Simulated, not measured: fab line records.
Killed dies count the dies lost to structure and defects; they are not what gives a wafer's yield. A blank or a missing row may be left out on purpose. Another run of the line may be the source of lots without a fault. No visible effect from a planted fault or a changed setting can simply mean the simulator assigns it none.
fab line records ; flow nand_harc
record: lots: 6; wafers: 18; last_day: 25
route steps=1159 shown A_BLC@987 A_M0@994 END@1159
lots untouched by any fault: they come from a run of this same line in which no faults occurred
start_h: hours from the record's opening day to when the first of the lot's shown wafers began ; wait_h: hours since the lot's step before ; " repeats the value in the row above ; L1.1+2: a single row standing in for several wafers ; - no value, or no start given ; * or withheld: withheld ; < > ~ a bound
route shown NAME@n: a module of which the file shows steps, and the number in the route of the first ; usual: mean/standard deviation taken from wafers without a fault ; same: alike in all rows ; chamber/n: place in a boat ; sites: per-site readings ; _std_site: the standard deviation of these ; _edge_site: inner sites' mean taken away from outer sites' mean ; radius_mm: how far each site lies from the wafer's centre ; mask NAME#n: copy n ; behind: tool/chamber where the wafer was last shaped ; hold: why the lot was held/for how many hours/how that ended ; device: whichever transistor did not switch (one of n, p or np) ; end of line: tests run on the same wafers once the route is complete ; for a step that has no rows: nothing shown but its recipe ; killed: dies that structure and defects cost at the first sort, which is not the same as the wafer's yield ; map: dies across one wafer; x = killed, . = not, _ = none there
set.NAME: the setting the step ran with; set.NAME@STEP: the setting that earlier step ran with ; model.NAME: the simulator's own value behind a step, which no gauge read
lots at selected steps of the route; one table per step, one row per wafer
services: a tool's chamber out of use, with start hour (start_h, from the record's first day; less than 0 if before it), hours out, and reason
== steps ==
step: NHARC_A_BLC_PVD_32
recipe: target_thk_a: 50; chamber_pressure_pa: 5; power_w: 5000; substrate_temp_c: 200; time_s: 17.7; material: Ti
usual: chamber_pressure_pa: 5.000/0.0098; throttle_valve_pct: 30.4/0.99
lot.wafer;tool;chamber;start_h;wait_h;chamber_pressure_pa;throttle_valve_pct
L185.2;pvd_sputter-01;-;-;-;4.994;30.0
L185.6;pvd_sputter-01;-;-;-;4.989;30.7
L185.5;pvd_sputter-01;-;-;-;4.985;29.5
L190.3;pvd_sputter-01;-;-;-;5.004;29.9
L190.1;pvd_sputter-01;-;-;-;4.995;29.5
L190.4;pvd_sputter-01;-;-;-;4.990;31.1
L191.1;pvd_sputter-01;-;-;-;4.993;29.8
L191.3;pvd_sputter-01;-;-;-;4.989;30.6
L191.4;pvd_sputter-01;-;-;-;5.008;29.6
L197.1;pvd_sputter-03;-;-;-;5.003;31.9
L197.6;pvd_sputter-03;-;-;-;4.974;30.8
L197.5;pvd_sputter-03;-;-;-;5.014;30.7
L205.1;pvd_sputter-03;-;-;-;4.982;30.7
L205.3;pvd_sputter-03;-;-;-;4.989;30.1
L205.5;pvd_sputter-03;-;-;-;5.000;30.9
L203.3;pvd_sputter-02;-;-;-;4.975;31.8
L203.1;pvd_sputter-02;-;-;-;5.007;29.8
L203.6;pvd_sputter-02;-;-;-;5.023;28.2
step: NHARC_A_BLC_ALD_23
recipe: target_thk_a: 30; pulse_time_s: 1; ald_cycles: 150; temp_c: 450; material: TiN
usual: heater_power_w: 1078/120; precursor_pulse_height_rel: 1.000/0.021
lot.wafer;tool;chamber;start_h;wait_h;heater_power_w;precursor_pulse_height_rel
L185.2;ald_metal-04;0;403.78;-;1267;0.994
L185.5;ald_metal-04;0;403.78;-;1214;0.990
L185.6;ald_metal-04;1;403.78;-;1203;1.012
L190.1;ald_metal-02;3;419.44;-;901;0.998
L190.4;ald_metal-02;0;419.44;-;1056;0.990
L190.3;ald_metal-02;1;419.44;-;1224;0.980
L191.4;ald_metal-03;0;443.01;-;1199;1.002
L191.3;ald_metal-03;1;443.01;-;941;1.001
L191.1;ald_metal-03;3;443.01;-;1134;0.978
L197.1;ald_metal-02;1;473.72;-;1201;1.034
L197.6;ald_metal-02;2;473.72;-;921;0.999
L197.5;ald_metal-02;3;473.72;-;919;1.001
L205.3;ald_metal-04;3;525.76;-;1171;0.988
L205.1;ald_metal-04;2;525.76;-;1120;0.962
L205.5;ald_metal-04;3;525.76;-;1155;0.986
L203.1;ald_metal-02;0;534.05;-;1060;1.031
L203.3;ald_metal-02;1;534.05;-;1192;1.036
L203.6;ald_metal-02;0;534.05;-;1081;1.020
step: NHARC_A_BLC_CVD_24
recipe: target_thk_a: 1500; temp_c: 300; pressure_torr: 40; wf6_flow_sccm: 40; h2_flow_sccm: 1600; ar_flow_sccm: 1560; time_s: 434; material: W
usual: heater_power_w: 470/22; throttle_valve_pct: 7.85/0.24
lot.wafer;tool;chamber;start_h;wait_h;heater_power_w;throttle_valve_pct
L185.2;cvd_w-02;1;-;-;484;7.63
L185.6;cvd_w-02;1;-;-;483;7.65
L185.5;cvd_w-02;0;-;-;447;8.00
L190.1;cvd_w-02;0;-;-;449;7.69
L190.3;cvd_w-02;1;-;-;500;7.74
L190.4;cvd_w-02;0;-;-;438;8.07
L191.1;cvd_w-02;1;-;-;495;7.66
L191.4;cvd_w-02;1;-;-;468;7.58
L191.3;cvd_w-02;0;-;-;441;8.06
L197.1;cvd_w-02;1;-;-;494;7.63
L197.6;cvd_w-02;0;-;-;454;7.92
L197.5;cvd_w-02;1;-;-;481;7.76
L205.1;cvd_w-02;1;-;-;498;7.88
L205.3;cvd_w-02;0;-;-;452;8.27
L205.5;cvd_w-02;1;-;-;487;7.62
L203.1;cvd_w-02;1;-;-;498;7.83
L203.3;cvd_w-02;0;-;-;448;7.84
L203.6;cvd_w-02;0;-;-;451;7.92
step: NHARC_A_BLC_CMP_25
recipe: t_overpolish_s: 30; target_thk_nm: 150
usual: motor_current_A: 12.0/1.5; overpolish_run_s: 29.999/0.0095; time_to_endpoint_s: 31.4/2.7
same: t_overpolish_s: 30
lot.wafer;tool;chamber;start_h;wait_h;motor_current_A;overpolish_run_s;time_to_endpoint_s
L185.2;cmp-03;2;404.50;0.5;14.9;29.982;30.9
L185.6;cmp-03;2;404.50;0.5;15.5;30.004;31.9
L185.5;cmp-03;3;404.50;0.5;9.9;30.002;32.0
L190.1;cmp-02;3;427.47;0.4;11.4;29.983;31.7
L190.3;cmp-02;0;427.47;0.4;9.5;29.996;35.9
L190.4;cmp-02;1;427.47;0.4;11.8;29.981;28.2
L191.4;cmp-03;0;447.51;0.3;13.2;29.992;34.0
L191.3;cmp-03;1;447.51;0.3;12.5;30.004;25.1
L191.1;cmp-03;2;447.51;0.3;14.8;29.997;27.8
L197.1;cmp-02;0;476.72;0.4;9.5;29.992;33.8
L197.5;cmp-02;3;476.72;0.4;11.3;30.016;33.7
L197.6;cmp-02;0;476.72;0.4;9.8;29.988;32.3
L205.3;cmp-02;0;526.81;0.3;9.9;29.996;34.9
L205.1;cmp-02;2;526.81;0.3;12.2;29.982;30.9
L205.5;cmp-02;3;526.81;0.3;12.1;29.993;32.8
L203.3;cmp-02;1;537.08;0.3;11.4;30.011;29.3
L203.1;cmp-02;3;537.08;0.3;11.8;30.000;31.7
L203.6;cmp-02;1;537.08;0.3;11.2;29.996;27.3
step: NHARC_A_BLC_SRD_27
step: NHARC_A_BLC_INSPECT_28
usual: raw_defect_count: 440/100
lot.wafer;tool;chamber;start_h;wait_h;raw_defect_count
L185.2;defect_inspect-01;-;404.91;0.1;416
L185.5;defect_inspect-01;-;404.91;0.1;328
L185.6;defect_inspect-01;-;404.91;0.1;398
L190.1;defect_inspect-01;-;427.85;0.1;457
L190.3;defect_inspect-01;-;427.85;0.1;455
L190.4;defect_inspect-01;-;427.85;0.1;436
L191.1;defect_inspect-02;-;447.91;0.1;390
L191.3;defect_inspect-02;-;447.91;0.1;413
L191.4;defect_inspect-02;-;447.91;0.1;538
L197.1;defect_inspect-01;-;477.10;0.1;609
L197.5;defect_inspect-01;-;477.10;0.1;432
L197.6;defect_inspect-01;-;477.10;0.1;493
L205.1;defect_inspect-02;-;527.19;0.1;448
L205.3;defect_inspect-02;-;527.19;0.1;500
L205.5;defect_inspect-02;-;527.19;0.1;539
L203.1;defect_inspect-01;-;537.48;0.1;589
L203.3;defect_inspect-01;-;537.48;0.1;462
L203.6;defect_inspect-01;-;537.48;0.1;524
step: NHARC_A_M0_DEP_00
recipe: target_thk_a: 1500; target_thk_nm: 150; temp_c: withheld; pressure_torr: 5; flow_sccm: 200; rf_w: 600; material: SiOC
step: NHARC_A_M0_DEHYDRATE_01
recipe: temp_c: 150; time_s: 120
step: NHARC_A_M0_HMDS_02
recipe: time_s: 30
step: NHARC_A_M0_COAT_33
recipe: temp_c: 200; time_s: 65
step: NHARC_A_M0_COAT_03
recipe: spin_rpm: 1500; resist_thk_nm: 90
step: NHARC_A_M0_SOFTBAKE_04
recipe: temp_c: 105; time_s: 55
usual: heater_power_total_W: 188.45/0.14; plate_temp_C: 104.99/0.12
lot.wafer;tool;chamber;start_h;wait_h;heater_power_total_W;plate_temp_C
L185.2;litho_track-04;0;405;-;188.54;105.01
L185.5;litho_track-04;0;405;-;188.26;104.63
L185.6;litho_track-04;0;405;-;188.41;104.96
L190.1;litho_track-01;0;428;-;188.45;104.88
L190.3;litho_track-01;0;428;-;188.43;104.96
L190.4;litho_track-01;0;428;-;188.34;104.92
L191.1;litho_track-04;0;448;-;188.45;104.94
L191.3;litho_track-04;0;448;-;188.53;104.97
L191.4;litho_track-04;0;448;-;188.35;104.91
L197.1;litho_track-04;0;477;-;188.43;105.01
L197.5;litho_track-04;0;477;-;188.64;104.97
L197.6;litho_track-04;0;477;-;188.49;104.76
L205.1;litho_track-04;0;527;-;323.35;-
L205.3;litho_track-04;0;527;-;188.47;104.88
L205.5;litho_track-04;0;527;-;322.98;-
L203.1;litho_track-04;0;538;-;323.03;-
L203.3;litho_track-04;0;538;-;188.27;104.80
L203.6;litho_track-04;0;538;-;188.76;104.87
step: NHARC_A_M0_EBR_05
step: NHARC_END_SORT_01
recipe: temp_c: 25
usual: defect_limited_yield: 95.4/1.8; killed_at_array: 28/11; killed_at_other: 0.7/0.88; killed_at_periphery: 3.1/2.2; killed_dies: 31/12; killed_open: 3.3/2; killed_short: 2.0/1.6; sort_bin_2_pct: 1.5/0.73; sort_bin_3_pct: 0.27/0.22; sort_bin_4_pct: 2.9/1.1; sort_n_pass: 646/12; sort_rim_yield_pct: 93/3.9; sort_yield_pct: 95.4/1.8
same: gross_dies: 677; sort_bin_5_pct[%]: 0; sort_bin_6_pct[%]: 0; sort_bin_7_pct[%]: 0; sort_bin_8_pct[%]: 0; sort_rim_n_gross: 106.00
lot.wafer;tool;chamber;start_h;wait_h;defect_limited_yield[%];killed_at_array;killed_at_other;killed_at_periphery;killed_dies;killed_open;killed_short;sort_bin_2_pct[%];sort_bin_3_pct[%];sort_bin_4_pct[%];sort_n_pass;sort_rim_yield_pct[%];sort_yield_pct[%]
L185.2;prober-01;0;452.21;2.8;94.4;34;1;3;38;2;4;1.2;0.15;4.3;639;89;94.4
L185.5;prober-01;0;454.61;3.7;95.9;23;0;5;28;3;3;1.8;0.30;2.1;649;93;95.9
L185.6;prober-01;0;455.40;4.0;93.8;32;3;7;42;3;6;1.8;0.30;4.1;635;93;93.8
L190.1;prober-01;0;474.66;2.5;96.5;19;0;5;24;2;3;0.9;0.30;2.4;653;96;96.5
L190.3;prober-01;0;476.28;3.1;96.9;19;0;2;21;1;0;1.3;0.15;1.6;656;92;96.9
L190.4;prober-01;0;477.10;3.4;96.9;17;0;4;21;5;0;0.9;0;2.2;656;95;96.9
L203.1;prober-01;0;585.71;2.5;95.3;25;0;7;32;3;1;1.2;0.44;3.1;645;91;95.3
L203.3;prober-01;0;587.33;3.1;96.3;23;0;2;25;3;0;0.7;0.15;2.8;652;92;96.3
L203.6;prober-01;0;589.77;4.1;96.2;24;0;2;26;3;1;1.3;0.15;2.4;651;91;96.2
killed by level:class
L185.2 A_SLIT:chamber_film_flake=13 A_CHANNEL_HOLE_D1:chamber_film_flake=10 A_CONTACT:chamber_film_flake=4 A_STAIRCASE:chamber_film_flake=2 P_CONTACT:geometric_particle:short=1 P_M0:geometric_particle:short=1 A_ONON_D1:geometric_particle:short=1 A_STAIRCASE:geometric_particle:open=1
L185.5 A_CHANNEL_HOLE_D1:chamber_film_flake=12 A_SLIT:chamber_film_flake=5 A_CONTACT:geometric_particle:open=2 P_ZERO_WELL:chamber_film_flake=2 P_STI:geometric_particle:short=1 A_CHANNEL_FILL_D1:geometric_particle:open=1 A_WL_FILL:geometric_particle:short=1 A_BLC:geometric_particle:short=1
L185.6 A_CHANNEL_HOLE_D1:chamber_film_flake=14 A_SLIT:chamber_film_flake=8 THIN_TSV:chamber_film_flake=3 A_CONTACT:chamber_film_flake=3 P_STI:geometric_particle:open=2 A_ONON_D1:geometric_particle:short=2 P_M0:geometric_particle:short=1 A_CHANNEL_HOLE_D1:geometric_particle:short=1
L190.1 A_CHANNEL_HOLE_D1:chamber_film_flake=9 A_STAIRCASE:chamber_film_flake=3 A_CONTACT:chamber_film_flake=3 P_M1:geometric_particle:short=1 P_M2:geometric_particle:open=1 A_CHANNEL_FILL_D1:geometric_particle:open=1 A_CHANNEL_FILL_D1:geometric_particle:short=1 A_WL_FILL:geometric_particle:short=1
L190.3 A_CHANNEL_HOLE_D1:chamber_film_flake=15 A_STAIRCASE:chamber_film_flake=3 P_M0:geometric_particle:open=1 P_GATE:chamber_film_flake=1 A_CONTACT:chamber_film_flake=1
L190.4 A_CHANNEL_HOLE_D1:chamber_film_flake=11 A_CONTACT:chamber_film_flake=2 P_M1:geometric_particle:open=1 P_M2:geometric_particle:open=1 A_SOURCE_PLATE:geometric_particle:open=1 A_ONON_D1:geometric_particle:open=1 A_SGD_CUT:geometric_particle:open=1 P_STI:chamber_film_flake=1
L203.1 A_CHANNEL_HOLE_D1:chamber_film_flake=14 P_CONTACT:chamber_film_flake=6 A_CONTACT:chamber_film_flake=4 A_STAIRCASE:chamber_film_flake=2 P_CONTACT:geometric_particle:open=1 A_WL_FILL:geometric_particle:open=1 A_CONTACT:geometric_particle:open=1 A_M0:geometric_particle:short=1
L203.3 A_CHANNEL_HOLE_D1:chamber_film_flake=13 A_CONTACT:geometric_particle:open=3 A_SLIT:chamber_film_flake=2 A_CONTACT:chamber_film_flake=2 P_STI:chamber_film_flake=1 P_CONTACT:chamber_film_flake=1 A_CHANNEL_FILL_D1:chamber_film_flake=1 A_STAIRCASE:chamber_film_flake=1
L203.6 A_CHANNEL_HOLE_D1:chamber_film_flake=13 A_CONTACT:chamber_film_flake=4 A_STAIRCASE:chamber_film_flake=3 P_GATE:geometric_particle:open=1 A_WL_FILL:geometric_particle:short=1 A_CONTACT:geometric_particle:open=1 A_BLC:geometric_particle:open=1 P_STI:chamber_film_flake=1
== services ==
tool;chamber;start_h;hours;kind
pvd_sputter-01;-;380.41;2.9;repair
ald_metal-04;-;387.57;6.2;repair
pvd_sputter-02;-;392.00;10.0;pm
pvd_sputter-03;-;392.28;1.3;repair
ald_metal-04;-;406.00;10.0;pm
cmp-03;-;411.00;0.9;repair
pvd_sputter-02;-;411.50;4.1;repair
ald_metal-03;0;421.64;4.9;repair
cmp-02;-;422.50;4.0;pm
cmp-02;-;427.69;3.4;repair
ald_metal-02;-;429.70;1.8;repair
ald_metal-03;-;435.17;1.0;repair
ald_metal-04;3;440.69;9.7;repair
cmp-02;-;442.35;6.8;repair
cmp-03;-;450.00;4.0;pm
pvd_sputter-03;-;458.04;10.0;pm
pvd_sputter-01;-;473.36;1.2;repair
pvd_sputter-03;-;476.42;1.3;repair
cmp-03;-;485.29;1.7;repair
litho_track-04;-;491.00;7.0;pm
pvd_sputter-01;-;514.01;10.0;pm
cmp-02;-;520.50;4.0;pm
cmp-03;-;526.56;0.8;repair
pvd_sputter-01;-;527.49;1.4;repair
== key ==
first_sign: step: NHARC_A_M0_SOFTBAKE_04; reading: heater_power_total_W; direction: up; sigmas: 99+; usual: *; struck: *
effect none on later readings
met_at NHARC_A_M0_SOFTBAKE_04
struck_wafers L203.1,L205.1,L205.5
onset_between 477 527
fault: kind: process_parameter_drift; tool: litho_track-04; chamber: -; onset_h: 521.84; steps: NHARC_A_M0_SOFTBAKE_04; channel: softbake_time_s; offset: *; shape: step; end_h: 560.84; scope: struck_wafers_only; acts_in: *; stated: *
